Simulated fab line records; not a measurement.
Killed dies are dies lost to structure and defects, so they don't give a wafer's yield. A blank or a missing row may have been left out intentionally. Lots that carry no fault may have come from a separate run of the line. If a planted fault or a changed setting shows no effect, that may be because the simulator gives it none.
A lot that was struck, set against a sound lot :: flow nand_harc :: 26 steps out of a route of 1302
Sound: the wafers L305.1, L305.4, L305.5. Struck: wafers L314.2, L314.3, L314.5. The cause is given at the end.
Each step with rows lists, per side, the tool, then ch with its chambers, then its first start. Under that, the readings that differ: sound wafers :: struck wafers :: difference of the means :: sigmas: that difference in standard deviations of wafers without a fault.
alike: readings whose means differ by less than 2 such deviations, and words and numbers that are the same on both sides. not compared: withheld readings, readings that some wafer has no value for, bounds like >300 that may hide the same value, and numbers for which the record gives no deviation and whose values overlap.
The two part at a step that has a row with sigmas, a row that says differs or no value, or rows on one side only. Numbers that have no deviation but don't overlap get no sigmas and don't part them. Lack of a reading on every wafer of one side parts them only where that side has two or more wafers.

first, 1 step without rows for these wafers: NHARC_P_CONTACT_DEP_30 (deposits SiNx, target thk 30 nm).
NHARC_P_CONTACT_DEP_00: deposits SiO2, target thk 500 nm.
  sound: pecvd-02 ch 0,2; struck: pecvd-03 ch 0,2
  alike: chamber_pressure_Torr, heater_power_w, throttle_valve_pct
then, 9 steps without rows for these wafers: NHARC_P_CONTACT_CMP_01 (polishes SiO2, target thk 200 nm); NHARC_P_CONTACT_SRD_03; NHARC_P_CONTACT_DEHYDRATE_04 (time 120 s); NHARC_P_CONTACT_HMDS_05 (time 30 s); NHARC_P_CONTACT_COAT_33 (time 75 s); NHARC_P_CONTACT_COAT_34 (time 65 s); NHARC_P_CONTACT_COAT_06 (resist thk 90 nm); NHARC_P_CONTACT_SOFTBAKE_07 (time 55 s); NHARC_P_CONTACT_EBR_08.
NHARC_P_CONTACT_EXPOSE_09: exposes mask P CA, target cd 90 nm.
  sound on arfi_scanner-02 ch 0, day 7 10:18; struck on arfi_scanner-01 ch 0, day 11 19:17
reading: mask
sound: P_CA#0 P_CA#0 P_CA#0
struck: P_CA_R1#0 P_CA_R1#0 P_CA_R1#0
difference: differs
sigmas: 
  alike: focus_offset_nm
then, 2 steps without rows for these wafers: NHARC_P_CONTACT_PEB_10 (peb time 65 s); NHARC_P_CONTACT_DEVELOP_11 (develop time 35 s).
NHARC_P_CONTACT_CD_MEAS_12: target cd 90 nm.
  sound on cd_sem-02 ch 0, day 7 10:26; struck on cd_sem-03 ch 0, day 11 19:25
reading: cd_nm (nm)
sound: 89.6 90.4 89.8
struck: 85.0 83.6 84.1
difference: -5.7
sigmas: -9
NHARC_P_CONTACT_OVL_MEAS_13:
  sound on overlay-01 at day 7 10:32; struck on overlay-01 at day 11 19:30
  alike: overlay_x_nm, overlay_y_nm
NHARC_P_CONTACT_INSPECT_14:
  sound on defect_inspect-01 at day 7 10:34; struck on defect_inspect-02 at day 11 19:32
  alike: raw_defect_count
NHARC_P_CONTACT_DESCUM_17: chemistry O2, time 3 s.
  sound on rie_diel-10 ch 1,2,3, day 7 10:38; struck on rie_diel-10 ch 1,3, day 11 19:37
reading: model.P_CONTACT.cd_nm (nm)
sound: 89.15 90.41 89.47
struck: 84.7 83.76 84.01
difference: -5.5
sigmas: 
  alike: drypump_motor_current_A, o2_flow_sccm, oes_product_au, rf_vpp_V, showerhead_plenum_p_Torr, throttle_valve_pct
  not compared: rf_hours_counter_h
NHARC_P_CONTACT_ETCH_35: etches the open film in CF4, target depth 39 nm, time 65 s.
  sound on rie_diel-10 ch 0,3, day 7 10:43; struck on rie_diel-10 ch 0,1,2, day 11 19:41
  alike: drypump_motor_current_A, oes_product_au, rf_vpp_V, showerhead_plenum_p_Torr, throttle_valve_pct
  not compared: rf_hours_counter_h
NHARC_P_CONTACT_ETCH_36: etches the open film in N2/H2, target depth 260 nm, time 406.25 s.
  sound: rie_diel-10 ch 0,1; struck: rie_diel-10 ch 1,2
  alike: drypump_motor_current_A, oes_product_au, rf_vpp_V, showerhead_plenum_p_Torr, throttle_valve_pct
  not compared: rf_hours_counter_h
NHARC_P_CONTACT_ETCH_18: etches the open film in C4F8/O2/Ar, target depth 481 nm, time 240.5 s.
  sound: rie_diel-10 ch 0,1,3; struck: rie_diel-10 ch 0,1,2
  alike: oes_product_au, rf_vpp_V
  not compared: rf_hours_counter_h
then, 1 step without rows for these wafers: NHARC_P_CONTACT_STRIP_37 (strips in C4F8/O2/Ar).
NHARC_P_CONTACT_ETCH_31: etches the open film in CH3F/O2, target depth 30 nm, time 85.7 s.
  sound: rie_diel-10 ch 1,3; struck: rie_diel-10 ch 0,1,3
reading: model.P_CONTACT.cd_nm (nm)
sound: 90.56 90.78 89.93
struck: 83.44 81.08 83.11
difference: -7.88
sigmas: 
  alike: drypump_motor_current_A, o2_flow_sccm, oes_product_au, rf_vpp_V, showerhead_plenum_p_Torr, throttle_valve_pct
  not compared: rf_hours_counter_h
NHARC_P_CONTACT_CD_MEAS_19:
  sound on cd_sem-02 at day 7 11:30; struck on cd_sem-03 at day 11 20:31
reading: cd_nm (nm)
sound: 90.5 90.9 90.1
struck: 83.0 81.2 83.3
difference: -8.0
sigmas: -5
NHARC_P_CONTACT_STRIP_28: strips in O2.
  sound on rie_diel-08 ch 0,1,2, day 7 11:35; struck on rie_diel-03 ch 1,3, day 11 20:35
reading: o2_flow_sccm (sccm)
sound: 498.1 497.7 499.9
struck: 499.6 503.0 501.8
difference: +2.9
sigmas: +2
  alike: drypump_motor_current_A, oes_product_au, rf_vpp_V, showerhead_plenum_p_Torr, throttle_valve_pct
  not compared: rf_hours_counter_h
-- record jumps: 19 days between struck wafers' starts before vs after; left off in module P_CONTACT, resumes in module END, first step shown is number 1302 of the route --
NHARC_END_SORT_01:
  sound on prober-02 ch 0, day 26 00:04; struck on prober-01 ch 0, day 30 09:49
  alike: killed_at_array, killed_at_other, killed_at_periphery, killed_dies, killed_open, killed_short

## WHERE THEY PART
First at NHARC_P_CONTACT_EXPOSE_09; last, within this record, at NHARC_P_CONTACT_STRIP_28. Later steps at which nothing parts them and some readings are alike: NHARC_END_SORT_01.

WHY: the cause the simulator had injected
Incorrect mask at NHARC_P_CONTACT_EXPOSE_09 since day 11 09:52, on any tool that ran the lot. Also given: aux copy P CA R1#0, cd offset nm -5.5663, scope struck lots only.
